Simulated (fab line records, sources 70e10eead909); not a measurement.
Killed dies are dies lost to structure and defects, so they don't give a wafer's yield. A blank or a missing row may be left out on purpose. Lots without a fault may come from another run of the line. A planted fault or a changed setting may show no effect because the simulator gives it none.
Chamber matching | flow nand_harc | NHARC_P_M0_ETCH_34 on rie_diel-12: 4 sister chambers
The step etches the open film in N2/H2, target depth 40 nm, overetch 12 nm, time 43.94 s. 7 wafers are shown with their chamber, then 6 later ones without.

WAFERS WITH THEIR CHAMBER
wafer  | chamber | drypump_motor_current_A (A) | showerhead_plenum_p_Torr (Torr)
L082.4 | 2       | 5.4                         | 2.13
L087.2 | 2       | 5.4                         | 2.12
L090.1 | 0       | 5.9                         | 2.06
L090.3 | 3       | 5.2                         | 2.09
L090.4 | 1       | 6.3                         | 2.05
L092.1 | 1       | 6.2                         | 2.04
L092.4 | 0       | 6.0                         | 2.06

WAFERS WITHOUT THEIR CHAMBER
wafer  | drypump_motor_current_A (A) | showerhead_plenum_p_Torr (Torr)
L092.6 | 6.2                         | 2.05
L094.2 | 5.3                         | 2.11
L094.6 | 5.2                         | 2.08
L096.2 | 6.0                         | 2.05
L096.3 | 5.4                         | 2.11
L096.5 | 5.4                         | 2.11

WHICH CHAMBER EACH WENT THROUGH
wafer  | from the rows above     | in truth
L092.6 | 1                       | 1
L094.2 | can't be placed: 2 or 3 | 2
L094.6 | 3                       | 3
L096.2 | 0                       | 0
L096.3 | 2                       | 2
L096.5 | 2                       | 2
Placed correctly: 5 of 6. Can't be placed from these rows: 1 (the true chamber is among the candidates in 1). Placed wrongly: 0.
How it was worked out, from the rows above alone: a wafer's distance from a chamber is the root of the sum, over the readings, of the square of ((its reading less the chamber's mean) divided by the reading's scatter). The wafer belongs to the nearest chamber; if the next one is less than 2 further off, it can't be placed. A chamber's mean is the mean of its shown wafers. The scatter: the root of (the sum of the squares of (reading less its chamber's mean) over the shown wafers, divided by (wafers less chambers)).
